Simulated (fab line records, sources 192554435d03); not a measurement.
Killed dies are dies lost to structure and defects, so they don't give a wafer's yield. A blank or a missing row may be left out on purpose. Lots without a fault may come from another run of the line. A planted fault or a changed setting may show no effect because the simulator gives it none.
A struck lot beside a sound one | flow n5_finfet | 39 steps out of a route of 1938
Sound: wafers L691.1, L691.3, L691.6. Struck: wafers L677.2, L677.4, L677.5. The cause comes at the end.
At each step with rows: each side's tool, then ch and its chambers, then its first start. Under that, the readings that differ: sound wafers | struck wafers | difference of the means | sigmas: that difference in standard deviations of wafers without a fault.
alike: readings whose means differ by less than 2 such deviations, and words and numbers that are the same on both sides. not compared: withheld readings, readings that some wafer has no value for, bounds like >300 that may hide the same value, and numbers for which the record gives no deviation and whose values overlap.
The two part at a step that has a row with sigmas, a row that says differs or no value, or rows on one side only. Numbers that don't overlap but have no deviation are shown without sigmas and don't part them. A reading that every wafer of one side lacks parts them only if that side has two wafers or more.

first, 10 steps without rows for these wafers: N5_MOL_CONTACT_COAG_CO_FILL_22 (material Co, precursor CCTBA/H2, target thk 20 nm); N5_MOL_CONTACT_COAG_ANNEAL_113 (time 300 s); N5_MOL_CONTACT_COAG_PRE_CLEAN_142 (time 60 s); N5_MOL_CONTACT_COAG_SPUTTER_130 (material Co, target thk 47.5 nm); N5_MOL_CONTACT_COAG_PRECLEAN_125 (cleans in DIW, time 57.5 s); N5_MOL_CONTACT_COAG_SRD_126 (dry time 32 s); N5_MOL_CONTACT_COAG_CMP_23 (polishes, stops on SiO2, t overpolish 1.5 s, target thk 0 nm); N5_MOL_CONTACT_COAG_WET_ETCH_26 (target Co, target depth 13 nm); N5_MOL_CONTACT_COAG_WET_ETCH_116 (etches the open film in SC1-inhibited, target depth 4.6 nm, rinse time 30 s); N5_MOL_CONTACT_COAG_ALD_27 (deposits SiOC, target thk 17 nm, pulse time 1.5 s, time 2720 s).
N5_MOL_CONTACT_COAG_CMP_28: polishes, stops on SiNx, t overpolish 0.85 s, target thk 14.522 nm.
  sound on cmp-03 ch 0,2,3, day 10 18:05; struck on cmp-02 ch 1,3, day 7 11:23
  no value came back on the struck wafers for edge_zone_pressure_frac, head_pressure_psi (psi), motor_current_A (A), time_to_endpoint_s (s); on the sound wafers edge_zone_pressure_frac reads 1.003 0.998 1.001
  alike: model.SiNx_of_GATE_CUT_SAC_CAP_01.thk_nm
then, 23 steps without rows for these wafers: N5_MOL_CONTACT_COAG_ALD_123 (deposits SiNx, target thk 5 nm, pulse time 1 s, purge time 2 s); N5_MOL_CONTACT_COAG_PECVD_31 (deposits SiO2 from TEOS/O2, target thk 46 nm, time 8.9 s); N5_MOL_CONTACT_COAG_COAT_75 (time 60 s, resist thk 60 nm); N5_MOL_CONTACT_COAG_COAT_76 (time 60 s, resist thk 10 nm); N5_MOL_CONTACT_COAG_COAT_77 (time 60 s, resist thk 10 nm); N5_MOL_CONTACT_COAG_COAT_78 (resist thk 40 nm); N5_MOL_CONTACT_COAG_EBR_80; N5_MOL_CONTACT_COAG_SOFTBAKE_79 (time 60 s); N5_MOL_CONTACT_COAG_EXPOSE_81 (exposes mask VG, defocus 0 nm); N5_MOL_CONTACT_COAG_PEB_82 (peb time 60 s); N5_MOL_CONTACT_COAG_DEVELOP_83 (develop time 30 s); N5_MOL_CONTACT_COAG_DESCUM_88 (chemistry O2, time 7 s); N5_MOL_CONTACT_COAG_ETCH_89 (etches underlayer in N2/H2, target depth 13 nm, time 10.4 s); N5_MOL_CONTACT_COAG_ETCH_90 (etches SiARC in CF4, target depth 13 nm, time 21.7 s); N5_MOL_CONTACT_COAG_ALD_131 (deposits SiO2, target thk 5 nm, pulse time 1 s, co reactant pulse time 1 s); N5_MOL_CONTACT_COAG_ETCHBACK_132 (etches SiO2 in CHF3, target depth 10 nm, time 6.7 s); N5_MOL_CONTACT_COAG_ETCH_91 (etches SOC in N2/H2, target depth 60 nm, overetch 21 nm, time 101.2 s); N5_MOL_CONTACT_COAG_STRIP_92 (strips in N2/H2); N5_MOL_CONTACT_COAG_STRIP_93 (strips in N2/H2); N5_MOL_CONTACT_COAG_ETCHBACK_135 (etches SiO2 in CHF3, target depth 25 nm, time 16.7 s); N5_MOL_CONTACT_COAG_STRIP_118 (strips in CHF3); N5_MOL_CONTACT_COAG_VIA_ETCH_46 (etches SiO2 in C4F6/O2, target depth 46 nm, overetch 9.2 nm, time 40 s); N5_MOL_CONTACT_COAG_STRIP_96 (strips in N2/H2).
N5_MOL_CONTACT_COAG_ETCH_47: etches SiNx in CH3F/O2, stops on W, target depth 27 nm.
  sound on rie_diel-02 ch 0,2,3, day 10 20:37; struck on rie_diel-02 ch 1,3, day 7 13:35
  alike: chamber_pressure_mTorr, drypump_motor_current_A, etch_rf_on_time_s, oes_product_au, rf_vpp_V, showerhead_plenum_p_Torr, throttle_valve_pct
  not compared: rf_hours_counter_h, model.MOL_CONTACT_COAG.feature_depth_nm, model.etch.depth_nm
then, 1 step without rows for these wafers: N5_MOL_CONTACT_COAG_STRIP_119 (strips in N2/H2, time 30 s).
N5_MOL_CONTACT_COAG_ETCH_48: etches SiOC in C4F6/O2, target depth 15 nm, overetch 4.5 nm, time 17 s.
  sound on rie_diel-02 ch 1,2,3, day 10 22:14; struck on rie_diel-05 ch 0,1,2, day 7 15:02
  reading               | sound          | struck         | difference | sigmas
  oes_product_au (a.u.) | 0.54 0.69 0.76 | 1.09 1.41 1.12 | +0.54      | +6
  alike: chamber_pressure_mTorr, drypump_motor_current_A, rf_vpp_V, showerhead_plenum_p_Torr, throttle_valve_pct
  not compared: rf_hours_counter_h
N5_BEOL_M4_RC_MEAS_101:
  the record has rows for the sound wafers here (prober-01 ch 0, day 14 01:31) and none for the struck ones
-- the record jumps here: 7 days lie between the struck wafers' starts before and after (it left off in module BEOL_M4 and takes up again in module PASSIVATION, whose first step shown is number 1936 of the route) --
N5_PASSIVATION_PROBE_49:
  the record has rows for the struck wafers here (prober-02, day 14 07:54) and none for the sound ones

WHERE THEY PART
First at N5_MOL_CONTACT_COAG_CMP_28; last, within this record, at N5_PASSIVATION_PROBE_49.

WHY: what the simulator had put in
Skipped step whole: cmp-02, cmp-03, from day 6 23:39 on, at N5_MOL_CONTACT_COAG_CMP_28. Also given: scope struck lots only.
